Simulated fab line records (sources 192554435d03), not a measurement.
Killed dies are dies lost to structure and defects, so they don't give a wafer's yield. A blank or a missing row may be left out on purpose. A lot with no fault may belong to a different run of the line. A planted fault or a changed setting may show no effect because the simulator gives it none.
Which tool is to blame?    flow n5 finfet    9 lots, 27 wafers sampled, at 7 steps of a route of 1938

WHAT EACH GAUGE READ, for each wafer
N5_FIN_SAQP_OCD_MEAS_76.
lot   measured     on      trench depth nm (nm)
L474  day 2 15:00  ocd-01  121.3 121.4 120.7
L479  day 3 20:13  ocd-01  120.2 118.9 120.1
L480  day 4 02:07  ocd-01  121.0 119.6 118.5
L484  day 5 03:35  ocd-02  120.7 119.6 120.1
L486  day 5 14:05  ocd-02  121.5 120.4 121.0
L490  day 6 14:35  ocd-02  119.7 119.7 122.2
L491  day 6 22:04  ocd-02  120.0 120.5 122.2
L492  day 7 01:40  ocd-02  117.0 118.2 121.0
L494  day 7 14:46  ocd-01  121.3 118.5 120.6

N5_FIN_SAQP_INSPECT_40: inspects for defects (brightfield).
lot   measured     on                 raw defect count
L474  day 2 15:02  defect inspect-01  117 204 210
L479  day 3 20:14  defect inspect-01  188 141 586
L480  day 4 02:09  defect inspect-01  180 139 268
L484  day 5 03:37  defect inspect-01  176 185 182
L486  day 5 14:07  defect inspect-02  235 247 247
L490  day 6 14:37  defect inspect-01  189 197 218
L491  day 6 22:06  defect inspect-02  196 227 266
L492  day 7 01:42  defect inspect-02  161 169 180
L494  day 7 14:47  defect inspect-02  389 351 262

N5_FIN_CUT_CD_MEAS_08: the cd target is 29.1 nm.
lot   measured     on         cd nm (nm)
L474  day 2 15:20  cd sem-01  29.26 29.38 29.30
L479  day 3 20:32  cd sem-03  28.94 28.96 28.69
L480  day 4 02:28  cd sem-01  28.84 29.32 29.36
L484  day 5 03:55  cd sem-01  29.20 28.99 29.37
L486  day 5 14:25  cd sem-01  29.00 28.98 29.10
L490  day 6 15:03  cd sem-03  29.29 28.94 29.13
L491  day 6 22:32  cd sem-03  29.51 28.88 28.99
L492  day 7 02:01  cd sem-02  29.14 28.94 28.79
L494  day 7 15:13  cd sem-02  29.28 29.02 29.42

N5_FIN_CUT_INSPECT_10: inspects for defects (brightfield).
lot   measured     on                 raw defect count
L474  day 2 15:25  defect inspect-01  25 37 48
L479  day 3 20:38  defect inspect-01  32 34 455
L480  day 4 02:33  defect inspect-01  34 26 49
L484  day 5 04:00  defect inspect-02  39 35 30
L486  day 5 14:31  defect inspect-02  35 56 38
L490  day 6 15:08  defect inspect-01  28 42 38
L491  day 6 22:37  defect inspect-02  41 48 36
L492  day 7 02:05  defect inspect-02  23 39 55
L494  day 7 15:19  defect inspect-02  59 57 47

N5_BEOL_M4_RC_MEAS_101.
lot   measured      on         DIBL_N (mV/V)   DIBL_P (mV/V)   IOFF_N (nA/um)     IOFF_P (nA/um)  ION_N (uA/um)  ION_P (uA/um)  SS_N (mV/dec)   SS_P (mV/dec)   VT_N (mV)    VT_P (mV)
L474  day 9 18:31   prober-02  35.0 35.8 33.7  35.5 36.9 34.3  0.112 0.119 0.097  0.16 0.17 0.14  661 655 664    460 456 455    70.7 71.5 70.7  72.4 73.4 71.6  258 256 257  -253.7 -254.2 -258.8
L479  day 10 21:23  prober-02  35.3 33.4 33.2  35.4 32.8 33.2  0.144 0.116 0.124  0.20 0.16 0.18  670 660 668    469 461 460    71.5 70.9 70.3  73.3 72.2 72.4  250 254 249  -250.0 -254.0 -250.6
L480  day 10 22:10  prober-02  31.7 35.2 35.5  32.1 36.9 36.9  0.103 0.156 0.157  0.14 0.21 0.20  658 673 679    455 461 462    70.2 71.4 71.3  72.0 73.1 73.4  257 251 249  -255.7 -253.1 -249.9
L484  day 12 01:58  prober-02  34.2 34.5 33.9  32.6 33.0 33.0  0.123 0.135 0.123  0.18 0.18 0.18  656 654 656    451 447 451    71.4 71.1 71.0  72.7 73.1 72.3  254 252 255  -250.7 -251.3 -251.9
L486  day 12 13:22  prober-01  35.1 37.0 37.7  34.1 36.3 36.9  0.134 0.153 0.171  0.17 0.19 0.19  676 673 674    463 455 457    71.4 71.4 72.1  71.9 73.8 73.1  252 250 247  -254.0 -255.1 -252.8
L490  day 13 18:06  prober-01  36.0 35.0 32.7  34.9 34.2 31.9  0.143 0.130 0.108  0.19 0.18 0.16  659 673 665    456 465 468    71.5 70.1 70.4  72.6 72.3 72.3  254 251 252  -249.3 -252.6 -250.9
L491  day 14 03:51  prober-01  35.2 36.2 37.1  35.2 36.5 38.4  0.151 0.167 0.194  0.20 0.22 0.26  655 669 677    453 463 463    72.2 72.6 71.3  73.2 73.1 73.8  251 248 246  -252.5 -248.8 -247.0
L492  day 13 21:32  prober-02  34.2 32.6 33.4  33.7 31.2 32.4  0.142 0.108 0.120  0.19 0.16 0.18  685 667 684    470 460 474    70.9 71.0 70.9  72.5 72.6 72.9  250 253 254  -249.0 -253.1 -249.8
L494  day 14 12:19  prober-01  35.8 37.0 33.9  35.3 37.5 33.2  0.138 0.159 0.114  0.20 0.23 0.16  668 661 651    456 460 450    71.2 71.6 70.2  73.1 72.8 72.4  250 250 254  -249.3 -248.0 -253.4

TOOL THAT RAN EACH LOT (tool first, then ch and the chambers of the sampled wafers, then the start)
lot   N5_FIN_SAQP_STRIP_23                N5_FIN_SAQP_MANDREL_ETCH_58
L474  wet bench-03 ch 2,4,7, day 2 10:28  rie si-05 ch 0,2,3, day 2 13:05
L479  wet bench-03 ch 1,3,7, day 3 16:02  rie si-05 ch 0,1, day 3 17:53
L480  wet bench-02 ch 1,2,7, day 3 22:23  rie si-03 ch 0,1,2, day 4 00:13
L484  wet bench-06 ch 4,5,6, day 4 22:49  rie si-03 ch 0,1,2, day 5 01:26
L486  wet bench-02 ch 1,4,7, day 5 10:20  rie si-05 ch 1,2,3, day 5 12:05
L490  wet bench-03 ch 1,3,4, day 6 10:02  rie si-03 ch 1,2,3, day 6 12:18
L491  wet bench-02 ch 0,2,7, day 6 17:23  rie si-05 ch 0,2,3, day 6 19:55
L492  wet bench-06 ch 2,3,5, day 6 21:46  rie si-03 ch 0,1,3, day 6 23:46
L494  wet bench-03 ch 0,2,5, day 7 10:22  rie si-06 ch 0,1,3, day 7 12:38
- N5_FIN_SAQP_STRIP_23: strips in SPM, time 750 s.
- N5_FIN_SAQP_MANDREL_ETCH_58: etches a-Si in HBr/Cl2, stops on SiNx, target depth 45 nm, bt time 10 s, time 27 s.

WHAT THE TOOLS THEMSELVES READ (means of the sampled wafers that have a number; where no wafer has one, the mark that the record gives instead)
N5_FIN_SAQP_MANDREL_ETCH_58.
lot   tool       drypump motor current A (A)  oes product au (a.u.)  throttle valve pct (%)
L474  rie si-05  5.74                         0.692                  35.66
L479  rie si-05  5.63                         0.700                  35.33
L480  rie si-03  5.85                         0.696                  35.74
L484  rie si-03  5.85                         0.699                  35.75
L486  rie si-05  5.77                         0.693                  35.45
L490  rie si-03  5.84                         0.697                  35.77
L491  rie si-05  5.72                         0.699                  35.64
L492  rie si-03  5.72                         0.688                  35.74
L494  rie si-06  5.52                         0.686                  35.91

THE ANSWER, worked out from the rows above alone
Rule: what is usual is taken from the lots themselves. Put in order of their means at a reading, lots are off if they are a third of the lots or fewer, leave a main group of 4 or more, and stand apart from it by a gap of 3 or more times the standard deviation of the main group's means; of several such gaps the widest counts. The tables above print the reading to a certain number of digits; a main group whose means all agree to those digits is not used. A lot without any number at a reading at which 4 lots or more have one is off too. All remaining lots with rows at the step are treated as sound. First the gauges in route order, then the tools' own readings, where a lot's mean is used as printed above. The first step at which some lot is off is used, and at that step the reading that is off furthest; a lot without a number counts as furthest.
Off at N5_FIN_CUT_INSPECT_10 (raw defect count): L479. Mean 40 and standard deviation 6 in the main group.
If a tool, at a process step before that reading, ran all the lots that are off and no sound lot after the first of them, it fits. The gauges at N5_FIN_CUT_INSPECT_10 are tried like those tools. Of those tried, none fits.

WHAT THE SIMULATOR HAD INSERTED
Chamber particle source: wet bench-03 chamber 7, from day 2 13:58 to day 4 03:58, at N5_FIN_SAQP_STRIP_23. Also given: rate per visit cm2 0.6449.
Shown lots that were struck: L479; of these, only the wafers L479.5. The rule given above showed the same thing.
